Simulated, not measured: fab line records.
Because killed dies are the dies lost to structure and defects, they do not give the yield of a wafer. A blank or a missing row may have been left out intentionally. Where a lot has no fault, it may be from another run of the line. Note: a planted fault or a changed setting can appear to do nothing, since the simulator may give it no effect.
fab line records	flow n5-finfet
[record] lots = 7	wafers = 39
route steps=1938 shown FIN_CUT@176 SD_EPI_P@307 SD_ACTIVATION@330
start-h: the number of hours between the record's first day and the start of the first shown wafer of the lot	wait-h: how many hours have passed since the lot's step before this one	" identical to the entry in the row above	L1.1+2: a single row standing in for several wafers	- no value, or no start was given	* or withheld: withheld	< > ~ a bound
route shown NAME@n: NAME is a module with steps in the file, n the number in the route of the first one	usual: mean/standard deviation taken from wafers without a fault	same: alike in all rows	chamber/n: place in a boat	sites: per-site readings	_std_site: the standard deviation of these	_edge_site: inner sites' mean taken away from outer sites' mean	radius-mm: for every site, how far away it sits from the centre of the wafer	mask NAME#n: copy n	behind: tool/chamber where the wafer was last shaped	hold: why the lot went on hold/how many hours it stayed there/how the hold came to an end	device: names the non-switching transistor (n, p or np)	end of line: the tests these same wafers got at the end of their route	where a step has no rows: the recipe by itself	killed: count of dies lost to structure and defects at first sort (not the wafer's yield)	map: per-die view of a wafer (x killed, . not killed, _ where there is no die)
set.NAME: the setting the step ran with; set.NAME@STEP: the setting that earlier step ran with	model.NAME: the simulator's own value behind a step, which no gauge read
lots with deliberately changed settings; one table per step, one row per wafer
[[steps]]
[step N5_FIN_CUT_CUT_ETCH_15]
[recipe] chemistry = HBr/Cl2/O2	target = Si	target-depth-a = 1000	bt-time-s = 10	mask-material = SOC	time-s = 42.4	ion-energy-ev = *	bias-w = *	pressure-mtorr = 10	icp-w = 800	HBr_flow_sccm = 150	Cl2_flow_sccm = 80	O2_flow_sccm = 12
lot.wafer	tool	chamber	start-h	wait-h	set.target-depth-a	model.etch.depth-nm	model.FIN_CUT.feature-depth-nm	model.SOC_of_FIN_CUT_COAT_18.thk-nm
L080.1	rie-si-05	0	63.09	0.1	1000	100.2	100.2	170.4
L080.2	"	3	"	"	1000	101.3	101.4	170
L080.3	"	2	"	"	1000	100	100	171.4
L080.4	"	1	"	"	1000	102.9	103	169.2
L080.5	"	1	"	"	1000	101.6	101.6	169
L080.6	"	0	"	"	1000	99.89	99.8	170.4
L082.1	rie-si-06	2	78.40	0.1	928.3	91.84	91.8	173.4
L082.2	"	0	"	"	1000	95.57	95.6	172.8
L082.3	"	3	"	"	928.3	94.86	94.8	172.8
L082.4	"	1	"	"	1000	97.34	97.4	171.2
L082.5	"	0	"	"	1000	94.46	94.4	172.6
L082.6	"	3	"	"	928.3	94.41	94.4	172.2
L086.2	rie-si-04	0	105.37	0.1	1000	99.24	99.2	171.6
L086.4	"	0	"	"	1000	99.12	99.2	170.4
L086.6	"	3	"	"	1000	103.5	103.4	169.2
L087.1	rie-si-04	0	107.85	0.1	931.6	94.7	94.6	171.4
L087.2	"	3	"	"	931.6	97.63	97.6	170.4
L087.3	"	1	"	"	931.6	93.12	93.2	173.2
L087.4	"	1	"	"	1000	99.95	100	168.8
L087.5	"	3	"	"	1000	105.7	105.6	167
L087.6	"	0	"	"	1000	101	101	169.2
L089.1	rie-si-04	0	118.93	0.1	1000	101.1	101.2	168.2
L089.2	"	1	"	"	1122	112.8	112.8	163.2
L089.3	"	2	"	"	1000	101.2	101.2	168.4
L089.4	"	3	"	"	1122	116.5	116.6	163.8
L089.5	"	2	"	"	1122	114.3	114.4	164
L089.6	"	1	"	"	1000	100.7	100.8	168.2
L090.1	rie-si-04	2	124.19	0.1	1000	101.4	101.4	169.8
L090.2	"	0	"	"	1066	107.4	107.4	167.2
L090.3	"	3	"	"	1000	105.2	105.2	168.4
L090.4	"	1	"	"	1066	106.6	106.6	167
L090.5	"	1	"	"	1000	100.7	100.8	170
L090.6	"	2	"	"	1066	108.5	108.6	167.2
L091.1	rie-si-06	0	129.39	0.1	1000	95.34	95.4	172.4
L091.2	"	2	"	"	1000	97.99	98	172.2
L091.3	"	3	"	"	1106	110.4	110.4	166.4
L091.4	"	1	"	"	1000	96.13	96.2	171.8
L091.5	"	1	"	"	1106	106.2	106.2	168.4
L091.6	"	2	"	"	1106	108.6	108.6	167
[step N5_FIN_CUT_CUT_ETCH_28]
[recipe] chemistry = HBr/Cl2/O2	target = Si	target-depth-a = 60	mask-material = SOC	time-s = 2.4	ion-energy-ev = *	bias-w = *	pressure-mtorr = 10	icp-w = 800	HBr_flow_sccm = 150	Cl2_flow_sccm = 80	O2_flow_sccm = 12
lot.wafer	tool	chamber	start-h	wait-h	set.target-depth-a@FIN_CUT_CUT_ETCH_15	model.SOC_of_FIN_CUT_COAT_18.thk-nm
L080.1+6	rie-si-05	0	63.14	0.0	1000	168.6
L080.2	"	3	"	"	1000	168.4
L080.3	"	2	"	"	1000	169.6
L080.4	"	1	"	"	1000	167.6
L080.5	"	1	"	"	1000	167.4
L082.1	rie-si-06	2	78.46	0.0	928.3	171.6
L082.2+5	"	0	"	"	1000	171
L082.3	"	3	"	"	928.3	171
L082.4	"	1	"	"	1000	169.6
L082.6	"	3	"	"	928.3	170.4
L086.2	rie-si-04	0	105.43	0.0	1000	169.8
L086.4	"	0	"	"	1000	168.6
L086.6	"	3	"	"	1000	167.4
L087.1	rie-si-04	0	107.90	0.0	931.6	169.6
L087.2	"	3	"	"	931.6	168.6
L087.3	"	1	"	"	931.6	171.4
L087.4	"	1	"	"	1000	167
L087.5	"	3	"	"	1000	165.2
L087.6	"	0	"	"	1000	167.4
L089.1+3	rie-si-04	0,2	118.98	0.0	1000	166.6
L089.2	"	1	"	"	1122	161.6
L089.4	"	3	"	"	1122	162.2
L089.5	"	2	"	"	1122	162.4
L089.6	"	1	"	"	1000	166.4
L090.1	rie-si-04	2	124.24	0.0	1000	168
L090.2+4	"	0,1	"	"	1066	165.4
L090.3	"	3	"	"	1000	166.6
L090.5	"	1	"	"	1000	168.4
L090.6	"	2	"	"	1066	165.6
L091.1	rie-si-06	0	129.44	0.0	1000	170.8
L091.2	"	2	"	"	1000	170.6
L091.3	"	3	"	"	1106	164.8
L091.4	"	1	"	"	1000	170.2
L091.5	"	1	"	"	1106	166.8
L091.6	"	2	"	"	1106	165.4
[step N5_SD_EPI_P_ETCH_36]
[recipe] chemistry = CF4	target = SiARC	target-depth-a = 455	mask-material = CAR-ArF-block	time-s = 75.8	ion-energy-ev = 80	pressure-mtorr = 40	source-w = 545	bias-w = 36	Ar_flow_sccm = 100	cf4-flow-sccm = 100	ends = cleared
[usual] rf-vpp-V = 183.9/1.3
lot.wafer	tool	chamber	start-h	wait-h	set.bias-w	rf-vpp-V
L080.1	rie-diel-02	0	93.06	0.0	36	184.9
L080.2	"	3	"	"	41.57	203.9
L080.3	"	1	"	"	41.57	203.2
L080.4	"	2	"	"	36	183.2
L080.5	"	0	"	"	41.57	199.8
L080.6	"	3	"	"	36	186.8
L082.1	rie-diel-06	1	104.84	0.0	36	183.9
L082.2	"	2	"	"	29.59	162.9
L082.3	"	3	"	"	29.59	160.7
L082.4	"	0	"	"	36	184.2
L082.5	"	3	"	"	36	182.4
L082.6	"	0	"	"	29.59	162.2
L086.2	rie-diel-03	1	130.41	0.0	36	185.2
L086.4	"	0	"	"	36	182.1
L086.6	"	2	"	"	36	182.1
L087.1	rie-diel-03	1	134.24	0.0	36	184.7
L087.2	"	3	"	"	36	185.4
L087.3	"	2	"	"	42.19	203.6
L087.4	"	0	"	"	42.19	203.4
L087.5	"	0	"	"	36	183.8
L087.6	"	3	"	"	42.19	203.2
L089.1	rie-diel-02	3	144.06	0.0	37.93	192.4
L089.2	"	0	"	"	36	183.3
L089.3	"	1	"	"	37.93	190.2
L089.4	"	2	"	"	36	183.5
L089.5	"	2	"	"	37.93	190.1
L089.6	"	1	"	"	36	182.0
L090.1	rie-diel-06	0	150.53	0.0	36	183.4
L090.2	"	3	"	"	42.35	200.8
L090.3	"	2	"	"	42.35	205.1
L090.4	"	1	"	"	42.35	203.9
L090.5	"	2	"	"	36	184.9
L090.6	"	1	"	"	36	184.3
L091.1	rie-diel-03	0	155.51	0.0	36	184.2
L091.2	"	3	"	"	38.51	192.7
L091.3	"	1	"	"	36	185.2
L091.4	"	2	"	"	38.51	191.5
L091.5	"	0	"	"	36	183.2
L091.6	"	3	"	"	38.51	192.5
[step N5_SD_EPI_P_EPI_21]
[recipe] material = SiGe:B	dopant = B	temp-c = 550	pressure-torr = 20	ambient = H2	time-s = 355
lot.wafer	tool	chamber	start-h	wait-h	set.temp-c	model.SiGe-B_of_SD_EPI_P_EPI_21.thk-nm
L080.1+4	epi-rpcvd-01	0	94.49	0.2	553.7	67
L080.2+6	"	0	"	"	550	61.4
L080.3	"	0	"	"	550	61
L080.5	"	0	"	"	553.7	66
L082.1	epi-rpcvd-04	0	106.15	0.1	550	60.4
L082.2	"	0	"	"	550	61.6
L082.3	"	0	"	"	550	61
L082.4	"	0	"	"	546.1	56.2
L082.5	"	0	"	"	546.1	55.8
L082.6	"	0	"	"	546.1	55.2
L086.2	epi-rpcvd-02	0	132.32	0.6	550	60.6
L086.4	"	0	"	"	550	59.8
L086.6	"	0	"	"	550	60.2
L087.1+2+4+6	epi-rpcvd-04	0	135.56	0.1	550	61.8
L087.3	"	0	"	"	550	61.2
L087.5	"	0	"	"	550	62.6
L089.1	epi-rpcvd-01	0	145.50	0.2	552.3	64.4
L089.2+3	"	0	"	"	550	61.2
L089.4	"	0	"	"	552.3	63.6
L089.5	"	0	"	"	552.3	65
L089.6	"	0	"	"	550	61
L090.1	epi-rpcvd-04	0	151.85	0.1	550	60.6
L090.2+5	"	0	"	"	550	60.8
L090.3+6	"	0	"	"	550	60.2
L090.4	"	0	"	"	550	59.8
L091.1	epi-rpcvd-04	0	156.82	0.1	546.7	57.4
L091.2	"	0	"	"	546.7	57.6
L091.3	"	0	"	"	550	60.8
L091.4	"	0	"	"	550	61.6
L091.5	"	0	"	"	550	61
L091.6	"	0	"	"	546.7	56.8
[step N5_SD_EPI_P_HM_STRIP_48]
[recipe] chemistry = H3PO4	temp-c = 160	material = SiNx	target = SiNx	target-depth-a = 30	overetch-fraction = 0.3
[step N5_SD_EPI_P_SRD_49]
[recipe] dry = ipa-marangoni	time-s = 30	temp-c = 23	rinse-liquid = diw
[step N5_SD_EPI_P_PRECLEAN_24]
[recipe] chemistry = O3/DIW	time-s = 45	temp-c = 22	o3-ppm = 10
lot.wafer	tool	chamber	start-h	wait-h	set.temp-c@SD_EPI_P_EPI_21	model.SiGe-B_of_SD_EPI_P_EPI_21.thk-nm
L080.1	wet-bench-05	4	97.52	0.0	553.7	66.6
L080.2+6	"	0,3	"	"	550	61
L080.3	"	6	"	"	550	60.6
L080.4	"	5	"	"	553.7	66.4
L080.5	"	7	"	"	553.7	65.4
L082.1	wet-bench-05	0	108.45	0.0	550	60
L082.2	"	6	"	"	550	61
L082.3	"	5	"	"	550	60.6
L082.4	"	1	"	"	546.1	55.8
L082.5	"	2	"	"	546.1	55.4
L082.6	"	7	"	"	546.1	54.8
L086.2	wet-bench-02	5	134.87	0.0	550	60
L086.4	"	6	"	"	550	59.4
L086.6	"	1	"	"	550	59.8
L087.1+2+6	wet-bench-02	3,6,0	137.87	0.0	550	61.4
L087.3	"	5	"	"	550	60.6
L087.4	"	7	"	"	550	61.2
L087.5	"	4	"	"	550	62.2
L089.1	wet-bench-02	7	148.53	0.0	552.3	64
L089.2	"	6	"	"	550	60.8
L089.3+6	"	5,0	"	"	550	60.6
L089.4	"	4	"	"	552.3	63.2
L089.5	"	1	"	"	552.3	64.6
L090.1	wet-bench-05	5	154.17	0.0	550	60
L090.2+5	"	3,2	"	"	550	60.4
L090.3+6	"	6,7	"	"	550	59.8
L090.4	"	4	"	"	550	59.4
L091.1	wet-bench-03	5	159.13	0.0	546.7	56.8
L091.2	"	1	"	"	546.7	57.2
L091.3	"	4	"	"	550	60.4
L091.4	"	7	"	"	550	61
L091.5	"	0	"	"	550	60.6
L091.6	"	6	"	"	546.7	56.4
[step N5_SD_EPI_P_PRECLEAN_32]
[recipe] chemistry = dHF	time-s = 10	dilution = 500:1	temp-c = 25
[step N5_SD_EPI_P_PRECLEAN_33]
[recipe] chemistry = SC2	time-s = 45	temp-c = 35	mix = 1:1:50
[step N5_SD_ACTIVATION_RTA_00]
[recipe] temp-c = 975	time-s = 0	ambient = N2	idle-temp-c = 600	ramp-up-c-per-s = 150	ramp-down-c-per-s = 60	cool-to-c = 600
[step N5_SD_ACTIVATION_LSA_01]
[recipe] temp-c = 1080	time-s = 0.0008	ambient = N2
[step N5_SD_ACTIVATION_RS_MEAS_03]
[recipe] thk-meas-gauge = four-point-probe
[usual] RS_SD_N = 21.82/0.27	RS_SD_P = 56.0/0.78
lot.wafer	tool	chamber	start-h	wait-h	set.temp-c@SD_EPI_P_EPI_21	RS_SD_N[ohm/sq]	RS_SD_P[ohm/sq]
L080.1	film-metro-01	-	98.20	0.2	553.7	22.00	50.8
L080.2	"	-	"	"	550	21.90	55.6
L080.3	"	-	"	"	550	21.81	56.0
L080.4	"	-	"	"	553.7	22.26	50.8
L080.5	"	-	"	"	553.7	22.20	51.3
L080.6	"	-	"	"	550	22.17	55.2
L082.1	film-metro-01	-	108.99	0.2	550	21.95	56.4
L082.2	"	-	"	"	550	21.88	55.3
L082.3	"	-	"	"	550	21.82	55.8
L082.4	"	-	"	"	546.1	22.17	61.1
L082.5	"	-	"	"	546.1	22.03	61.7
L082.6	"	-	"	"	546.1	21.92	61.6
L086.2	film-metro-01	-	135.50	0.2	550	22.08	56.1
L086.4	"	-	"	"	550	22.02	57.0
L086.6	"	-	"	"	550	21.80	56.1
L087.1	film-metro-02	-	138.37	0.2	550	22.32	54.5
L087.2	"	-	"	"	550	22.06	54.1
L087.3	"	-	"	"	550	22.29	54.8
L087.4	"	-	"	"	550	22.12	54.4
L087.5	"	-	"	"	550	22.05	53.2
L087.6	"	-	"	"	550	22.01	54.4
L089.1	film-metro-02	-	149.04	0.2	552.3	21.93	52.9
L089.2	"	-	"	"	550	22.05	55.3
L089.3	"	-	"	"	550	22.25	55.9
L089.4	"	-	"	"	552.3	22.11	53.0
L089.5	"	-	"	"	552.3	22.17	52.2
L089.6	"	-	"	"	550	22.03	56.2
L090.1	film-metro-02	-	154.77	0.2	550	22.13	55.8
L090.2	"	-	"	"	550	21.73	56.3
L090.3	"	-	"	"	550	21.95	56.6
L090.4	"	-	"	"	550	21.82	57.4
L090.5	"	-	"	"	550	21.86	55.9
L090.6	"	-	"	"	550	21.75	56.4
L091.1	film-metro-02	-	159.62	0.2	546.7	21.60	59.8
L091.2	"	-	"	"	546.7	21.88	59.4
L091.3	"	-	"	"	550	21.37	55.3
L091.4	"	-	"	"	550	21.86	55.2
L091.5	"	-	"	"	550	21.60	55.7
L091.6	"	-	"	"	546.7	21.54	60.3
[[key]]
[split] step = N5_FIN_CUT_CUT_ETCH_15	setting = target-depth-a	stated = 1000	by = wafer
[response] step = N5_FIN_CUT_CUT_ETCH_15	reading = model.etch.depth-nm	change = +0.963	per = 1%	r = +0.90
[response] step = N5_FIN_CUT_CUT_ETCH_15	reading = model.FIN_CUT.feature-depth-nm	change = +0.963	per = 1%	r = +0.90
[response] step = N5_FIN_CUT_CUT_ETCH_15	reading = model.SOC_of_FIN_CUT_COAT_18.thk-nm	change = -0.372	per = 1%	r = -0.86
[response] step = N5_FIN_CUT_CUT_ETCH_28	reading = model.SOC_of_FIN_CUT_COAT_18.thk-nm	change = -0.364	per = 1%	r = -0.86
[split] step = N5_SD_EPI_P_ETCH_36	setting = bias-w	stated = 36	by = wafer
[response] step = N5_SD_EPI_P_ETCH_36	reading = rf-vpp-V	change = +1.14	per = 1%	r = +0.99
[split] step = N5_SD_EPI_P_EPI_21	setting = temp-c	stated = 550	by = wafer
[response] step = N5_SD_EPI_P_EPI_21	reading = model.SiGe-B_of_SD_EPI_P_EPI_21.thk-nm	change = +7.4	per = 1%	r = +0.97
[response] step = N5_SD_EPI_P_PRECLEAN_24	reading = model.SiGe-B_of_SD_EPI_P_EPI_21.thk-nm	change = +7.33	per = 1%	r = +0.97
[response] step = N5_SD_ACTIVATION_RS_MEAS_03	reading = RS_SD_P	change = -7.41	per = 1%	r = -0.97
